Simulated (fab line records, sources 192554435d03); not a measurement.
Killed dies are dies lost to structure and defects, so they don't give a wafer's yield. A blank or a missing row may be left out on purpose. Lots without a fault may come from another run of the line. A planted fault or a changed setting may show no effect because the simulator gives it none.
Chamber matching | flow n5_finfet | N5_BEOL_M0_SAQP_MANDREL_ETCH_103 on rie_si-04: 4 sister chambers
The step etches a-Si in HBr/Cl2, stops on SiCN, target depth 45 nm, bt time 10 s, time 27 s. 22 wafers are shown with their chamber, then 11 later ones without.

WAFERS WITH THEIR CHAMBER
wafer  | chamber | drypump_motor_current_A (A) | throttle_valve_pct (%) | oes_product_au (a.u.)
L074.3 | 0       | 6.1                         | 35.1                   | 0.692
L074.4 | 3       | 6.3                         | 34.7                   | 0.691
L074.5 | 1       | 5.0                         | 34.5                   | 0.695
L075.1 | 1       | 5.0                         | 34.5                   | 0.676
L075.4 | 0       | 6.2                         | 35.1                   | 0.697
L075.5 | 2       | 5.9                         | 36.0                   | 0.698
L081.1 | 1       | 5.0                         | 34.5                   | 0.668
L081.2 | 2       | 5.9                         | 36.0                   | 0.690
L081.6 | 0       | 6.2                         | 35.1                   | 0.709
L084.1 | 0       | 6.2                         | 35.1                   | 0.695
L084.3 | 1       | 5.0                         | 34.6                   | 0.673
L084.5 | 3       | 6.2                         | 34.8                   | 0.679
L086.3 | 1       | 5.0                         | 34.6                   | 0.668
L086.5 | 1       | 5.0                         | 34.6                   | 0.674
L086.6 | 0       | 6.1                         | 35.2                   | 0.681
L087.1 | 0       | 6.2                         | 35.2                   | 0.698
L087.2 | 3       | 6.3                         | 34.8                   | 0.682
L087.6 | 0       | 6.1                         | 35.2                   | 0.696
L088.1 | 0       | 6.2                         | 35.2                   | 0.682
L088.5 | 2       | 5.9                         | 36.0                   | 0.687
L088.6 | 3       | 6.2                         | 34.8                   | 0.691
L090.2 | 0       | 6.2                         | 35.2                   | 0.696

SIGNATURES (means of the wafers above)
reading                 | chamber 0 | chamber 1 | chamber 2 | chamber 3 | scatter within a chamber
drypump_motor_current_A | 6.167     | 5.000     | 5.900     | 6.250     | 0.0408
throttle_valve_pct      | 35.156    | 34.550    | 36.000    | 34.775    | 0.0498
oes_product_au          | 0.69400   | 0.67567   | 0.69167   | 0.68575   | 0.00836
Rule: a wafer's distance from a chamber is the root of the sum, over the readings, of the square of ((its reading less the chamber's mean) divided by the reading's scatter). The wafer belongs to the nearest chamber; if the next one is less than 2 further off, it can't be placed. The scatter: the root of (the sum of the squares of (reading less its chamber's mean) over the shown wafers, divided by (wafers less chambers)).

WAFERS WITHOUT THEIR CHAMBER
wafer  | drypump_motor_current_A (A) | throttle_valve_pct (%) | oes_product_au (a.u.)
L090.3 | 5.9                         | 36.0                   | 0.694
L090.6 | 5.0                         | 34.6                   | 0.673
L093.1 | 5.0                         | 34.6                   | 0.672
L093.3 | 5.9                         | 36.0                   | 0.693
L093.6 | 5.9                         | 36.0                   | 0.706
L094.1 | 6.2                         | 34.8                   | 0.682
L094.3 | 5.9                         | 36.0                   | 0.686
L094.4 | 5.0                         | 34.6                   | 0.676
L096.1 | 6.1                         | 35.1                   | 0.702
L096.5 | 6.2                         | 35.1                   | 0.701
L096.6 | 5.0                         | 34.5                   | 0.691

WHICH CHAMBER EACH WENT THROUGH
wafer  | from the rows above | in truth
L090.3 | 2                   | 2
L090.6 | 1                   | 1
L093.1 | 1                   | 1
L093.3 | 2                   | 2
L093.6 | 2                   | 2
L094.1 | 3                   | 3
L094.3 | 2                   | 2
L094.4 | 1                   | 1
L096.1 | 0                   | 0
L096.5 | 0                   | 0
L096.6 | 1                   | 1
Placed correctly: 11 of 11. Can't be placed from these rows: 0. Placed wrongly: 0.
